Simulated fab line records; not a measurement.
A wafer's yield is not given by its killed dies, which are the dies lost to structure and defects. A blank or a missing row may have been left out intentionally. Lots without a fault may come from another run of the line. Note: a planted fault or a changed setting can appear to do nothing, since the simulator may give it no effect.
fab line records	flow nand-harc
record lots=24	wafers=72	last-day=24
route steps=1159 shown A_WL_FILL@813 A_CONTACT@855
lots that met no fault: taken from a fault-free run of the same line
start-h: start of the lot's first displayed wafer, in hours after the record's first day	wait-h: hours since the lot's step before	" repeats the value in the row above	L1.1+2: one row covering several wafers at once	- no value, or no start was given	* or withheld: withheld	< > ~ a bound
route shown NAME@n: names a module that has steps shown in the file, with the first one's number in the route	usual: mean/standard deviation of fault-free wafers	same: alike in all rows	chamber/n: place in a boat	sites: readings site by site	_std_site: standard deviation of those values	_edge_site: outer sites' mean less inner sites'	radius-mm: for every site, how far away it sits from the centre of the wafer	mask NAME#n: copy n	behind: the last tool/chamber to shape the wafer	hold: why the lot was held/for how many hours/how that ended	device: the transistor (n, p or np) that didn't switch	end of line: the route-end tests of the same wafers	a step with no rows: only its recipe	killed: not the wafer's yield, but the dies lost to structure and defects at the first sort	map: per-die view of a wafer (x killed, . not killed, _ where there is no die)
set.NAME: setting as actually run; set.NAME@STEP: the setting as run at that earlier step	model.NAME: the simulator's own value behind a step, which no gauge read
route steps across a sampled set of lots; one table per step, one row per wafer
services: from which hour (start-h, from the record's first day; less than 0 if before it) a tool's chamber was out of use, for how many hours, and why
## steps
# step NHARC_A_WL_FILL_CVD_03
# recipe target-thk-a=400	temp-c=300	pressure-torr=40	wf6-flow-sccm=40	h2-flow-sccm=1600	ar-flow-sccm=1560	time-s=3302	material=W
# usual heater-power-w=436/30	susceptor-temp-C=299.97/0.17	throttle-valve-pct=8.22/0.23
lot.wafer	tool	chamber	start-h	wait-h	heater-power-w	susceptor-temp-C	throttle-valve-pct
L074.2	cvd-w-01	1	339.48	3.8	463	300.08	8.07
L074.6	"	0	340.89	5.2	437	299.94	8.24
L074.5	"	1	"	"	469	299.84	7.86
L075.1	cvd-w-02	1	343.57	1.7	419	300.36	7.83
L075.6	"	1	345.47	3.6	419	299.90	8.16
L075.5	"	0	"	"	364	299.75	8.53
L078.1	cvd-w-01	1	343.59	1.9	480	300.26	7.99
L078.6	"	0	345.00	3.3	431	299.85	8.29
L078.5	"	1	"	"	476	300.03	8.39
L077.2	cvd-w-01	1	346.42	4.4	475	300.40	8.20
L077.3	"	1	"	"	467	300.34	8.29
L077.5	"	1	"	"	464	299.80	8.34
L076.2	cvd-w-01	1	349.25	4.0	479	299.82	8.23
L076.4	"	1	"	"	474	299.96	8.32
L076.6	"	1	"	"	473	299.74	8.16
L079.1	cvd-w-02	0	373.42	2.3	374	299.84	8.63
L079.2	"	1	"	"	432	299.90	7.90
L079.4	"	1	"	"	421	299.93	8.30
L081.1	cvd-w-01	1	381.13	0.1	471	300.14	8.14
L081.4	"	1	"	"	482	299.90	8.05
L081.6	"	1	"	"	469	300.04	8.33
L080.2	cvd-w-01	1	383.96	2.7	463	-	8.10
L080.1	"	0	"	"	430	-	7.99
L080.5	"	1	385.82	4.6	474	-	8.29
L083.2	cvd-w-01	0	389.04	0.1	426	299.89	8.07
L083.1	"	1	"	"	470	299.96	8.18
L083.5	"	1	391.44	2.5	471	299.91	8.43
L082.1	cvd-w-02	0	392.09	3.1	397	299.88	8.19
L082.4	"	0	"	"	389	299.77	8.17
L082.6	"	0	"	"	396	300.15	8.48
L084.2	cvd-w-01	0	392.40	3.2	440	300.18	8.55
L084.3	"	0	"	"	421	300.06	8.12
L084.5	"	0	"	"	431	299.76	8.33
L086.1	cvd-w-02	0	407.91	4.3	393	-	8.59
L086.3	"	1	"	"	425	-	7.72
L086.6	"	0	409.75	6.1	395	-	8.22
L087.3	cvd-w-01	0	409.23	5.6	443	299.90	8.45
L087.6	"	1	"	"	480	300.13	8.32
L087.5	"	0	"	"	442	299.71	8.15
L089.1	cvd-w-01	1	418.16	0.1	472	299.94	8.39
L089.2	"	0	"	"	443	299.96	8.19
L089.5	"	1	420.06	1.9	472	300.05	8.45
L085.1	cvd-w-02	1	420.15	2.0	430	300.31	7.93
L085.5	"	1	422.05	3.9	432	299.87	7.98
L085.6	"	0	"	"	394	300.11	8.60
L088.2	cvd-w-01	0	421.00	2.8	430	-	8.14
L088.1	"	1	"	"	479	-	8.29
L088.4	"	0	"	"	443	-	8.16
L090.1	cvd-w-02	1	427.20	0.4	433	-	7.91
L090.3	"	1	"	"	434	-	8.06
L090.6	"	0	429.53	2.7	397	-	8.47
L094.1	cvd-w-01	1	443.45	2.5	466	-	8.44
L094.3	"	1	"	"	476	-	8.10
L094.4	"	0	"	"	433	-	8.10
L093.1	cvd-w-01	1	446.25	5.1	474	300.11	8.54
L093.4	"	1	"	"	475	299.81	8.25
L093.3	"	0	"	"	441	299.84	7.94
L092.1	cvd-w-02	0	446.47	5.1	397	-	8.42
L092.2	"	1	"	"	424	-	7.98
L092.4	"	0	"	"	394	-	8.35
L091.1	cvd-w-01	1	454.34	2.6	476	300.18	8.54
L091.6	"	0	455.77	4.0	437	299.89	8.26
L091.5	"	1	"	"	480	299.77	8.16
L096.2	cvd-w-02	1	470.52	3.4	420	-	7.92
L096.4	"	0	471.91	4.8	395	-	8.65
L096.6	"	1	"	"	443	-	7.67
L095.2	cvd-w-01	0	471.74	4.4	420	300.11	8.16
L095.1	"	1	"	"	466	300.13	8.35
L095.3	"	0	"	"	427	299.77	8.04
L097.1	cvd-w-02	1	482.87	6.5	432	300.06	8.02
L097.3	"	0	"	"	386	300.01	8.43
L097.5	"	0	"	"	389	300.03	8.32
# step NHARC_A_WL_FILL_CMP_12
# recipe t-overpolish-s=30	target-thk-nm=75
# usual edge-zone-pressure-frac=1.000/0.0047	motor-current-A=11.6/1.7	overpolish-run-s=30.001/0.0092	time-to-endpoint-s=15.2/2.4
lot.wafer	tool	chamber	start-h	wait-h	edge-zone-pressure-frac	motor-current-A	overpolish-run-s	time-to-endpoint-s
L074.2	cmp-04	2	363.46	3.6	1.005	10.4	30.013	15.7
L074.6	"	2	"	"	1.006	10.8	30.002	15.0
L074.5	"	3	"	"	1.004	10.2	30.015	14.0
L075.1	cmp-03	3	369.90	3.6	0.997	9.9	29.988	16.2
L075.5	"	3	"	"	0.995	9.5	29.987	18.0
L075.6	"	0	"	"	1.001	14.0	30.001	16.0
L078.1	cmp-03	2	370.07	4.3	0.999	12.9	30.011	14.8
L078.6	"	2	"	"	0.996	12.0	29.997	12.7
L078.5	"	3	"	"	0.999	9.1	30.004	16.8
L077.2	cmp-02	0	374.21	3.6	1.003	10.4	30.003	14.7
L077.3	"	1	"	"	1.001	13.8	29.995	17.3
L077.5	"	2	"	"	1.000	13.9	30.009	14.4
L076.4	cmp-04	1	375.65	2.2	0.995	9.3	30.005	11.0
L076.2	"	3	"	"	0.999	11.2	30.007	14.4
L076.6	"	2	"	"	0.996	9.9	30.002	13.6
L079.2	cmp-02	0	403.70	4.4	1.004	10.6	30.003	16.2
L079.4	"	1	"	"	0.998	14.4	29.996	17.4
L079.1	"	2	"	"	1.000	14.3	30.008	16.0
L080.1	cmp-03	3	404.06	4.3	1.002	9.1	29.998	17.0
L080.2	"	1	"	"	1.007	11.6	29.997	12.9
L080.5	"	0	"	"	0.997	14.7	29.999	15.0
L081.1	cmp-04	1	408.04	4.4	1.005	10.0	29.997	14.7
L081.4	"	3	"	"	0.992	11.1	30.000	19.0
L081.6	"	1	"	"	1.002	8.9	29.999	12.9
L083.1	cmp-04	3	415.74	4.4	1.002	11.0	29.999	21.9
L083.2	"	0	"	"	1.004	12.8	30.007	15.8
L083.5	"	3	"	"	1.000	10.7	30.002	17.0
L084.2	cmp-02	0	416.15	4.4	0.996	10.8	30.002	15.0
L084.3	"	1	"	"	0.997	14.3	30.000	17.4
L084.5	"	0	"	"	1.006	10.4	30.002	17.3
L082.4	cmp-03	3	420.89	2.2	0.998	9.7	29.993	15.6
L082.1	"	2	"	"	1.004	12.8	30.011	10.6
L082.6	"	3	"	"	0.996	9.9	29.990	13.9
L086.1	cmp-03	2	433.00	4.3	1.011	12.4	30.002	13.6
L086.3	"	3	"	"	0.998	9.7	30.000	16.3
L086.6	"	3	"	"	1.001	10.5	30.006	16.5
L087.3	cmp-04	0	437.26	2.9	1.012	12.7	30.009	15.2
L087.6	"	0	"	"	1.006	12.9	29.975	18.2
L087.5	"	1	"	"	0.991	9.0	30.006	15.9
L085.1	cmp-02	2	443.03	4.4	0.996	14.4	30.007	13.8
L085.6	"	1	"	"	1.001	13.9	30.008	16.5
L085.5	"	2	"	"	0.994	14.6	29.995	14.6
L089.1	cmp-04	3	447.20	7.9	0.997	10.9	29.999	19.2
L089.2	"	2	"	"	0.996	9.7	30.009	17.1
L089.5	"	0	"	"	1.002	12.8	29.994	13.4
L088.4	cmp-04	2	454.08	2.9	1.000	10.6	29.998	15.4
L088.1	"	3	"	"	0.999	11.3	30.002	18.8
L088.2	"	0	"	"	1.000	12.5	29.986	15.0
L090.1	cmp-04	3	457.28	4.3	0.996	10.7	30.009	19.3
L090.3	"	0	"	"	0.998	12.8	30.003	16.2
L090.6	"	2	"	"	0.997	10.5	30.000	18.9
L094.1	cmp-02	2	468.13	3.6	1.001	14.6	29.991	13.9
L094.3	"	0	"	"	1.000	10.3	30.005	13.8
L094.4	"	1	"	"	1.006	14.1	29.990	16.9
L092.1	cmp-04	3	471.28	4.4	1.001	10.5	30.009	16.3
L092.4	"	0	"	"	1.007	12.5	29.986	14.5
L092.2	"	2	"	"	0.995	10.4	30.023	16.6
L093.1	cmp-03	0	472.50	3.7	0.994	14.6	29.997	19.1
L093.3	"	1	"	"	0.996	11.6	30.003	13.2
L093.4	"	2	"	"	0.995	12.7	30.001	15.3
L091.1	cmp-04	2	479.85	3.6	1.002	10.0	29.985	13.7
L091.6	"	0	"	"	0.993	12.5	30.005	12.2
L091.5	"	1	"	"	0.997	9.8	30.001	13.2
L095.3	cmp-02	2	496.47	2.9	1.004	14.5	30.007	14.4
L095.1	"	3	"	"	1.000	11.4	30.011	14.0
L095.2	"	1	"	"	0.994	14.6	30.021	19.9
L096.4	cmp-03	3	496.59	2.9	0.997	10.4	30.020	16.8
L096.2	"	1	"	"	1.000	11.5	29.996	13.7
L096.6	"	3	"	"	0.993	9.8	29.985	17.1
L097.3	cmp-03	0	506.67	2.8	1.012	14.0	29.987	17.6
L097.1	"	1	"	"	1.004	11.6	29.988	16.8
L097.5	"	1	"	"	0.998	12.0	30.012	16.5
# step NHARC_A_CONTACT_OVL_MEAS_43
# usual overlay-x-nm=0.1/1.1	overlay-y-nm=-0.1/0.75
lot.wafer	tool	chamber	start-h	wait-h	overlay-x-nm	overlay-y-nm
L074.2	overlay-01	-	369.55	-	-0.8	-0.9
L074.5	"	-	"	"	-0.9	-0.7
L074.6	"	-	"	"	-0.3	-0.7
L075.1	overlay-02	-	376.88	-	-0.2	0.0
L075.5	"	-	"	"	-0.7	0.4
L075.6	"	-	"	"	-0.2	0.3
L078.1	overlay-01	-	379.16	-	0.1	1.4
L078.5	"	-	"	"	0.4	1.5
L078.6	"	-	"	"	-0.2	1.7
L077.2	overlay-02	-	381.33	-	2.2	0.4
L077.3	"	-	"	"	2.1	0.2
L077.5	"	-	"	"	2.7	-0.3
L076.2	overlay-01	-	381.94	-	-0.8	-0.2
L076.4	"	-	"	"	-1.3	-0.4
L076.6	"	-	"	"	-0.9	-0.8
L079.1	overlay-01	-	407.76	-	0.5	0.0
L079.2	"	-	"	"	0.7	0.0
L079.4	"	-	"	"	0.6	-0.2
L080.1	overlay-01	-	410.05	-	-0.1	0.1
L080.2	"	-	"	"	-0.9	0.4
L080.5	"	-	"	"	-0.8	0.5
L081.1	overlay-01	-	413.96	-	1.2	0.0
L081.4	"	-	"	"	1.5	0.1
L081.6	"	-	"	"	1.1	-0.5
L083.1	overlay-02	-	420.46	-	-0.7	0.9
L083.2	"	-	"	"	-1.0	0.1
L083.5	"	-	"	"	-1.3	0.3
L084.2	overlay-01	-	421.86	-	0.0	-0.5
L084.3	"	-	"	"	-0.2	-0.1
L084.5	"	-	"	"	-0.4	-0.4
L082.1	overlay-02	-	425.69	-	-0.4	0.1
L082.4	"	-	"	"	-0.3	0.3
L082.6	"	-	"	"	-0.4	0.3
L086.1	overlay-01	-	439.05	-	2.8	0.5
L086.3	"	-	"	"	2.1	0.5
L086.6	"	-	"	"	2.5	-0.1
L087.3	overlay-02	-	442.06	-	-1.7	-0.1
L087.5	"	-	"	"	-1.8	0.5
L087.6	"	-	"	"	-2.0	-0.2
L085.1	overlay-01	-	447.23	-	0.0	-0.9
L085.5	"	-	"	"	0.6	-1.6
L085.6	"	-	"	"	-0.1	-0.8
L089.1	overlay-02	-	453.19	-	-1.7	0.4
L089.2	"	-	"	"	-1.6	0.6
L089.5	"	-	"	"	-2.5	0.8
L088.1	overlay-01	-	458.28	-	0.0	0.1
L088.2	"	-	"	"	0.2	0.0
L088.4	"	-	"	"	0.7	-0.5
L090.1	overlay-01	-	461.60	-	0.4	-0.2
L090.3	"	-	"	"	0.7	-0.8
L090.6	"	-	"	"	1.3	-0.5
L094.1	overlay-01	-	472.28	-	-0.9	-1.3
L094.3	"	-	"	"	-1.4	-1.1
L094.4	"	-	"	"	-0.4	-1.0
L092.1	overlay-01	-	475.61	-	0.2	0.6
L092.2	"	-	"	"	0.4	0.1
L092.4	"	-	"	"	0.1	0.1
L093.1	overlay-02	-	477.20	-	0.4	1.2
L093.3	"	-	"	"	1.1	1.4
L093.4	"	-	"	"	0.5	0.9
L091.1	overlay-01	-	488.66	-	0.9	-1.1
L091.5	"	-	"	"	0.1	-1.4
L091.6	"	-	"	"	0.8	-1.3
L095.1	overlay-01	-	500.66	-	0.7	0.5
L095.2	"	-	"	"	0.3	0.0
L095.3	"	-	"	"	0.8	0.5
L096.2	overlay-02	-	500.80	-	0.6	-0.6
L096.4	"	-	"	"	0.4	-0.9
L096.6	"	-	"	"	0.7	-0.7
L097.1	overlay-01	-	513.97	-	0.3	-1.0
L097.3	"	-	"	"	0.5	-1.3
L097.5	"	-	"	"	0.6	-1.0
# step NHARC_A_CONTACT_ETCH_48
# recipe target-depth-a=390	over-etch-frac=0.3	time-s=65	ion-energy-ev=80	cf4-flow-sccm=150	ar-flow-sccm=0	rf-w=300	bias-w=100	chemistry=CF4
# usual drypump-motor-current-A=5.8/0.51	oes-product-au=1.000/0.009	rf-vpp-V=150.8/1.3	showerhead-plenum-p-Torr=1.73/0.066	throttle-valve-pct=13.284/0.0083
# same over-etch-frac=0.3
lot.wafer	tool	chamber	start-h	wait-h	drypump-motor-current-A	oes-product-au	rf-hours-counter-h	rf-vpp-V	showerhead-plenum-p-Torr	throttle-valve-pct
L074.2	rie-diel-12	0	369.76	0.1	5.5	0.988	25	148.7	1.64	13.275
L074.6	"	1	"	"	6.6	0.988	-	150.7	1.73	13.281
L074.5	"	0	"	"	5.5	0.987	-	149.2	1.64	13.279
L075.1	rie-diel-12	3	377.09	0.1	5.3	0.988	28	153.1	1.82	13.281
L075.6	"	1	"	"	6.6	1.000	-	151.4	1.73	13.297
L075.5	"	3	"	"	5.3	1.002	-	153.2	1.82	13.283
L078.1	rie-diel-10	2	379.35	0.1	5.0	0.992	5	150.8	1.70	13.290
L078.5	"	0	"	"	5.7	0.973	-	150.6	1.70	13.297
L078.6	"	1	"	"	5.4	0.990	-	151.1	1.84	13.294
L077.3	rie-diel-13	3	381.55	0.1	6.2	0.991	35	150.3	1.73	13.280
L077.2	"	0	"	"	5.7	1.003	36	152.0	1.76	13.291
L077.5	"	0	"	"	5.7	0.993	-	150.3	1.76	13.289
L076.2	rie-diel-13	0	382.71	0.6	5.7	0.998	37	151.4	1.76	13.286
L076.4	"	3	"	"	6.2	0.993	-	150.6	1.73	13.289
L076.6	"	0	"	"	5.7	1.000	-	151.5	1.76	13.285
L079.4	rie-diel-12	0	407.95	0.1	5.5	1.000	3	150.0	1.64	13.294
L079.1	"	1	"	"	6.6	0.995	3	151.0	1.72	13.290
L079.2	"	2	"	"	6.3	1.000	3	152.2	1.87	13.305
L080.2	rie-diel-12	0	410.24	0.1	5.4	1.004	3	149.1	1.64	13.276
L080.1	"	1	"	"	6.6	1.006	4	150.1	1.72	13.281
L080.5	"	3	"	"	5.4	1.026	-	151.7	1.82	13.282
L081.1	rie-diel-12	3	414.15	0.1	5.3	1.016	4	153.6	1.82	13.285
L081.4	"	2	"	"	6.2	0.994	4	152.5	1.87	13.284
L081.6	"	3	"	"	5.3	1.018	-	151.6	1.82	13.291
L083.1	rie-diel-12	2	420.65	0.1	6.3	0.995	6	153.4	1.87	13.277
L083.2	"	0	"	"	5.5	0.996	6	149.7	1.64	13.287
L083.5	"	3	"	"	5.3	1.016	-	152.1	1.82	13.291
L084.3	rie-diel-12	0	422.04	0.1	5.5	0.994	7	149.8	1.64	13.283
L084.2	"	2	"	"	6.3	1.001	7	150.8	1.87	13.264
L084.5	"	1	"	"	6.6	1.013	-	150.9	1.72	13.285
L082.1	rie-diel-13	1	426.01	0.1	6.6	1.008	53	150.8	1.73	13.278
L082.4	"	2	"	"	5.9	0.982	51	150.0	1.67	13.269
L082.6	"	1	"	"	6.6	1.009	-	149.5	1.73	13.282
L086.1	rie-diel-10	2	439.23	0.1	5.0	0.987	28	150.6	1.69	13.277
L086.3	"	0	"	"	5.7	0.999	31	150.9	1.69	13.277
L086.6	"	3	"	"	5.8	1.014	-	150.7	1.74	13.271
L087.3	rie-diel-12	1	442.24	0.1	6.6	1.002	10	149.7	1.72	13.284
L087.6	"	0	"	"	5.4	0.997	-	149.1	1.64	13.282
L087.5	"	1	"	"	6.6	1.000	-	150.2	1.72	13.295
L085.1	rie-diel-13	3	447.41	0.1	6.2	0.991	63	151.1	1.72	13.280
L085.5	"	2	"	"	5.9	1.006	-	149.4	1.67	13.285
L085.6	"	3	"	"	6.2	0.995	-	150.9	1.72	13.274
L089.2	rie-diel-10	1	454.90	1.5	5.4	1.009	31	151.8	1.83	13.283
L089.1	"	3	"	"	5.8	1.008	37	149.9	1.74	13.275
L089.5	"	2	"	"	5.0	0.987	-	149.6	1.69	13.294
L088.2	rie-diel-10	1	458.55	0.1	5.4	0.991	33	151.8	1.83	13.293
L088.1	"	2	"	"	5.0	0.992	35	151.6	1.69	13.283
L088.4	"	0	"	"	5.7	0.986	41	151.0	1.69	13.283
L090.1	rie-diel-12	1	462.12	0.1	6.6	1.005	14	150.5	1.72	13.286
L090.3	"	2	"	"	6.3	0.996	15	153.6	1.87	13.299
L090.6	"	0	"	"	5.5	0.999	-	148.7	1.64	13.290
L094.1	rie-diel-13	0	472.54	0.2	5.7	0.993	5	149.8	1.75	13.280
L094.3	"	1	"	"	6.6	0.989	5	149.6	1.73	13.308
L094.4	"	3	"	"	6.2	0.999	5	150.7	1.72	13.288
L092.2	rie-diel-10	2	475.79	0.1	5.0	0.993	42	149.5	1.69	13.273
L092.1	"	3	"	"	5.8	0.997	47	151.0	1.73	13.276
L092.4	"	1	"	"	5.4	1.006	39	154.2	1.83	13.269
L093.3	rie-diel-13	1	477.38	0.1	6.6	0.998	6	152.6	1.73	13.277
L093.1	"	2	"	"	5.9	1.014	7	151.7	1.67	13.290
L093.4	"	0	"	"	5.7	1.002	6	151.1	1.75	13.283
L091.1	rie-diel-12	0	488.85	0.1	5.5	0.998	18	148.3	1.64	13.294
L091.6	"	3	"	"	5.3	1.013	-	152.4	1.81	13.283
L091.5	"	0	"	"	5.4	1.011	-	149.7	1.64	13.286
L095.1	rie-diel-13	1	500.85	0.1	6.6	0.988	16	152.1	1.72	13.279
L095.3	"	2	"	"	5.9	1.011	16	147.6	1.67	13.297
L095.2	"	3	"	"	6.2	1.008	15	151.2	1.72	13.277
L096.2	rie-diel-10	2	501.01	0.1	5.0	0.996	50	149.2	1.69	13.288
L096.6	"	2	"	"	5.1	1.002	-	150.9	1.69	13.290
L096.4	"	3	"	"	5.9	1.006	-	150.0	1.73	13.273
L097.1	rie-diel-13	3	514.17	0.1	6.2	1.002	20	149.7	1.72	13.280
L097.3	"	0	"	"	5.7	1.005	20	150.7	1.75	13.283
L097.5	"	2	"	"	5.9	1.004	-	148.3	1.66	13.283
# step NHARC_A_CONTACT_ETCH_116
# recipe source-w=withheld	pressure-mtorr=20	bias-v=3000	time-s=94	target-depth-a=9220	ar-flow-sccm=withheld	c4f8-flow-sccm=withheld	o2-flow-sccm=withheld	chemistry=C4F8/O2/Ar
lot.wafer	tool	chamber	start-h	wait-h	rf-hours-counter-h
L074.2	har-cap-etch-03	1	371.71	0.1	83
L074.5	"	0	"	"	-
L074.6	"	1	"	"	-
L075.1	har-cap-etch-03	0	378.83	0.1	84
L075.5	"	0	"	"	-
L075.6	"	1	"	"	-
L078.1	har-cap-etch-01	1	381.25	0.1	58
L078.5	"	0	"	"	-
L078.6	"	1	"	"	-
L077.2	har-cap-etch-02	0	383.54	0.1	9
L077.3	"	0	"	"	-
L077.5	"	1	"	"	-
L076.2	har-cap-etch-01	0	384.68	0.1	59
L076.4	"	1	"	"	-
L076.6	"	0	"	"	-
L079.1	har-cap-etch-01	0	409.69	0.1	62
L079.2	"	1	"	"	62
L079.4	"	1	"	"	-
L080.1	har-cap-etch-02	1	411.96	0.1	14
L080.2	"	0	"	"	14
L080.5	"	0	"	"	-
L081.1	har-cap-etch-03	1	415.90	0.1	91
L081.4	"	0	"	"	-
L081.6	"	0	"	"	-
L083.2	har-cap-etch-03	0	422.39	0.1	92
L083.1	"	1	"	"	92
L083.5	"	1	"	"	-
L084.2	har-cap-etch-01	1	423.84	0.1	65
L084.3	"	1	"	"	-
L084.5	"	1	"	"	-
L082.1	har-cap-etch-02	1	427.83	0.1	18
L082.4	"	0	"	"	-
L082.6	"	1	"	"	-
L086.1	har-cap-etch-02	1	441.35	0.1	20
L086.3	"	0	"	"	-
L086.6	"	0	"	"	-
L087.3	har-cap-etch-03	0	444.00	0.1	-
L087.6	"	0	"	"	-
L087.5	"	1	"	"	-
L085.1	har-cap-etch-02	1	450.62	0.1	21
L085.6	"	0	"	"	-
L085.5	"	1	"	"	-
L089.2	har-cap-etch-02	1	456.78	0.1	22
L089.1	"	0	"	"	22
L089.5	"	1	"	"	-
L088.2	har-cap-etch-02	0	460.62	0.1	24
L088.1	"	1	"	"	24
L088.4	"	0	"	"	-
L090.1	har-cap-etch-03	1	463.98	0.1	101
L090.3	"	1	"	"	-
L090.6	"	1	"	"	-
L094.1	har-cap-etch-03	0	474.29	0.1	104
L094.4	"	1	"	"	-
L094.3	"	0	"	"	-
L092.1	har-cap-etch-01	0	477.62	0.1	73
L092.2	"	1	"	"	73
L092.4	"	1	"	"	-
L093.1	har-cap-etch-02	0	479.11	0.1	28
L093.3	"	0	"	"	-
L093.4	"	1	"	"	-
L091.1	har-cap-etch-02	0	490.59	0.1	29
L091.5	"	0	"	"	-
L091.6	"	1	"	"	-
L095.2	har-cap-etch-01	1	502.59	0.1	77
L095.1	"	0	"	"	77
L095.3	"	1	"	"	-
L096.2	har-cap-etch-03	1	502.97	0.1	110
L096.4	"	0	"	"	-
L096.6	"	1	"	"	-
L097.1	har-cap-etch-01	0	515.99	0.1	79
L097.3	"	0	"	"	-
L097.5	"	1	"	"	-
# step NHARC_A_CONTACT_ETCH_90
# recipe target-depth-a=400	over-etch-frac=0.5	time-s=85.7	ion-energy-ev=120	ch3f-flow-sccm=50	o2-flow-sccm=30	ar-flow-sccm=200	rf-w=500	bias-w=100	chemistry=CH3F/O2
# usual drypump-motor-current-A=5.8/0.52	oes-product-au=0.96/0.038	rf-vpp-V=244.0/1.8	showerhead-plenum-p-Torr=2.43/0.11	throttle-valve-pct=20.662/0.0094
# same over-etch-frac=0.5
lot.wafer	tool	chamber	start-h	wait-h	drypump-motor-current-A	oes-product-au	rf-hours-counter-h	rf-vpp-V	showerhead-plenum-p-Torr	throttle-valve-pct
L074.2	rie-diel-12	0	372.97	0.5	5.4	0.91	27	242.7	2.28	20.668
L074.6	"	1	"	"	6.6	0.92	-	244.1	2.40	20.660
L074.5	"	0	"	"	5.5	0.92	-	241.9	2.28	20.643
L075.1	rie-diel-13	2	380.10	0.6	5.8	0.93	37	241.8	2.33	20.666
L075.6	"	2	"	"	5.9	0.92	-	242.1	2.33	20.681
L075.5	"	3	"	"	6.2	0.92	-	243.6	2.40	20.657
L078.1	rie-diel-10	2	382.58	0.6	5.0	0.92	7	243.6	2.36	20.664
L078.5	"	1	"	"	5.4	0.92	-	245.2	2.56	20.658
L078.6	"	2	"	"	5.0	0.93	-	244.0	2.36	20.661
L077.2	rie-diel-10	0	386.12	1.9	5.7	0.97	8	244.4	2.35	20.665
L077.3	"	1	"	"	5.4	1.01	8	246.8	2.56	20.659
L077.5	"	3	"	"	5.8	1.00	-	244.1	2.42	20.675
L076.2	rie-diel-10	3	386.55	1.1	5.8	0.99	8	243.2	2.42	20.655
L076.4	"	1	"	"	5.4	1.00	8	248.4	2.56	20.657
L076.6	"	3	"	"	5.8	1.00	-	242.6	2.42	20.658
L079.4	rie-diel-13	1	411.45	0.4	6.6	0.93	49	242.6	2.41	20.675
L079.2	"	2	"	"	5.9	0.92	47	241.7	2.32	20.650
L079.1	"	3	"	"	6.2	0.93	49	243.6	2.40	20.662
L080.2	rie-diel-10	3	413.22	0.5	5.9	0.96	17	243.0	2.42	20.668
L080.1	"	0	"	"	5.7	0.93	19	242.6	2.35	20.668
L080.5	"	1	"	"	5.4	0.93	-	245.7	2.56	20.655
L081.4	rie-diel-10	0	417.12	0.4	5.7	1.00	21	241.0	2.35	20.691
L081.1	"	3	"	"	5.9	1.00	19	244.1	2.42	20.656
L081.6	"	0	"	"	5.7	0.98	-	244.6	2.35	20.671
L083.1	rie-diel-13	2	423.66	0.5	5.8	0.92	50	242.7	2.32	20.669
L083.2	"	3	"	"	6.2	0.92	53	244.0	2.40	20.652
L083.5	"	1	"	"	6.6	0.92	-	242.7	2.41	20.656
L084.3	rie-diel-12	0	425.10	0.5	5.4	0.93	8	242.7	2.27	20.673
L084.2	"	2	"	"	6.2	0.92	8	245.4	2.61	20.652
L084.5	"	0	"	"	5.5	0.92	-	243.0	2.28	20.679
L082.4	rie-diel-12	1	429.07	0.4	6.6	1.00	9	242.7	2.39	20.665
L082.1	"	0	"	"	5.5	1.00	9	242.3	2.27	20.644
L082.6	"	2	"	"	6.3	1.00	-	246.3	2.61	20.663
L086.1	rie-diel-10	0	442.61	0.6	5.7	0.92	33	242.4	2.34	20.663
L086.3	"	2	"	"	5.0	0.91	29	242.9	2.35	20.673
L086.6	"	1	"	"	5.4	0.93	-	244.4	2.56	20.643
L087.3	rie-diel-12	1	445.22	0.5	6.6	0.94	11	244.8	2.39	20.664
L087.5	"	0	"	"	5.4	0.95	-	242.6	2.27	20.667
L087.6	"	1	"	"	6.6	0.93	-	243.5	2.39	20.655
L085.1	rie-diel-12	2	451.85	0.5	6.3	1.00	12	246.3	2.61	20.665
L085.6	"	1	"	"	6.6	1.01	-	243.8	2.39	20.666
L085.5	"	2	"	"	6.3	1.00	-	245.9	2.61	20.657
L089.2	rie-diel-12	0	458.03	0.6	5.5	1.01	14	242.2	2.27	20.650
L089.1	"	2	"	"	6.3	0.99	14	246.4	2.61	20.650
L089.5	"	0	"	"	5.5	1.00	-	241.1	2.27	20.670
L088.2	rie-diel-12	2	462.00	0.7	6.3	0.95	15	247.0	2.61	20.666
L088.1	"	3	"	"	5.4	0.96	15	245.7	2.52	20.665
L088.4	"	0	"	"	5.5	0.97	14	240.8	2.27	20.656
L090.1	rie-diel-12	2	465.22	0.5	6.3	0.93	15	247.6	2.61	20.652
L090.3	"	1	"	"	6.6	0.93	15	242.6	2.39	20.669
L090.6	"	2	"	"	6.3	0.93	-	247.6	2.61	20.666
L094.1	rie-diel-12	1	475.53	0.5	6.6	1.01	17	243.2	2.39	20.663
L094.3	"	2	"	"	6.2	1.00	18	246.0	2.61	20.667
L094.4	"	3	"	"	5.3	1.02	18	246.0	2.52	20.669
L092.4	rie-diel-12	3	478.87	0.4	5.3	1.01	18	245.5	2.52	20.664
L092.1	"	0	"	"	5.4	1.01	17	241.6	2.27	20.676
L092.2	"	1	"	"	6.6	1.01	17	241.2	2.39	20.663
L093.4	rie-diel-12	1	480.34	0.4	6.6	1.00	17	243.3	2.39	20.662
L093.1	"	2	"	"	6.3	1.00	18	245.0	2.61	20.656
L093.3	"	3	"	"	5.3	1.02	18	244.1	2.52	20.660
L091.1	rie-diel-12	2	491.84	0.6	6.3	0.92	20	247.2	2.60	20.658
L091.6	"	2	"	"	6.2	0.92	-	246.5	2.60	20.647
L091.5	"	3	"	"	5.4	0.93	-	245.4	2.52	20.659
L095.2	rie-diel-12	2	503.82	0.5	6.3	1.00	23	245.9	2.60	20.667
L095.1	"	3	"	"	5.3	1.01	22	244.4	2.52	20.664
L095.3	"	1	"	"	6.6	1.00	22	243.5	2.39	20.666
L096.2	rie-diel-10	3	504.21	0.5	5.8	0.93	53	242.5	2.40	20.658
L096.6	"	0	"	"	5.7	0.92	-	242.6	2.33	20.651
L096.4	"	2	"	"	5.0	0.91	-	242.6	2.34	20.675
L097.1	rie-diel-13	3	517.24	0.5	6.2	0.94	21	242.0	2.38	20.655
L097.3	"	0	"	"	5.7	0.92	21	244.4	2.43	20.676
L097.5	"	2	"	"	5.9	0.93	-	242.4	2.31	20.663
## services
tool	chamber	start-h	hours	kind
cvd-w-02	-	320.47	2.3	repair
cmp-04	-	321.74	7.7	repair
rie-diel-12	0	341.87	4.2	repair
rie-diel-10	-	354.16	9.0	pm
rie-diel-12	2	354.91	22.2	repair
cmp-04	-	358.98	2.3	repair
rie-diel-13	-	375.21	2.7	repair
cvd-w-02	-	378.62	13.0	pm
rie-diel-12	-	379.40	9.0	pm
rie-diel-13	2	381.87	3.8	repair
rie-diel-10	1	387.50	7.1	repair
cmp-04	-	400.23	4.0	pm
rie-diel-10	3	401.02	1.2	repair
rie-diel-10	1	425.89	3.1	repair
rie-diel-10	-	441.10	0.4	repair
cmp-04	-	452.68	0.6	repair
rie-diel-13	-	453.04	9.0	pm
cvd-w-01	-	474.57	13.0	pm
rie-diel-10	-	477.16	0.5	repair
rie-diel-10	3	488.32	7.0	repair
cmp-04	-	489.09	0.9	repair
rie-diel-10	1	494.55	10.0	repair
cmp-04	-	498.23	4.0	pm
cvd-w-02	-	510.35	0.4	repair
## key
fault none
